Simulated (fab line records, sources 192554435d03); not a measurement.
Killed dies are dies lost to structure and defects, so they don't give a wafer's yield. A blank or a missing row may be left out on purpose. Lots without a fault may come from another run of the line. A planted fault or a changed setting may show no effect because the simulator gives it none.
Chamber matching | flow n5_finfet | N5_BEOL_M8_STRIP_36 on rie_diel-03: 4 sister chambers
The step strips in N2/H2. 4 wafers are shown with their chamber, then 12 later ones without.

WAFERS WITH THEIR CHAMBER
wafer  | chamber | drypump_motor_current_A (A)
L091.2 | 0       | 5.3
L091.3 | 1       | 5.4
L094.5 | 2       | 5.2
L094.6 | 3       | 6.0

WAFERS WITHOUT THEIR CHAMBER
wafer  | drypump_motor_current_A (A)
L092.1 | 5.4
L092.2 | 5.9
L092.5 | 5.4
L096.1 | 5.2
L096.2 | 5.4
L096.3 | 5.9
L095.1 | 5.9
L095.3 | 5.4
L095.4 | 5.3
L097.1 | 5.4
L097.4 | 5.2
L097.5 | 5.3

WHICH CHAMBER EACH WENT THROUGH
wafer  | from the rows above | in truth
L092.1 | 1                   | 1
L092.2 | 3                   | 3
L092.5 | 1                   | 1
L096.1 | 2                   | 2
L096.2 | 1                   | 1
L096.3 | 3                   | 3
L095.1 | 3                   | 3
L095.3 | 1                   | 1
L095.4 | 0                   | 0
L097.1 | 1                   | 1
L097.4 | 2                   | 2
L097.5 | 0                   | 0
Placed correctly: 12 of 12. Can't be placed from these rows: 0. Placed wrongly: 0.
How it was worked out, from the rows above alone: a wafer's distance from a chamber is the root of the sum, over the readings, of the square of ((its reading less the chamber's mean) divided by the reading's scatter). The wafer belongs to the nearest chamber; if the next one is less than 2 further off, it can't be placed. A chamber's mean is the mean of its shown wafers. The scatter: with one shown wafer a chamber, the root of the mean of the squares of how far each hidden wafer lies from its nearest shown one.
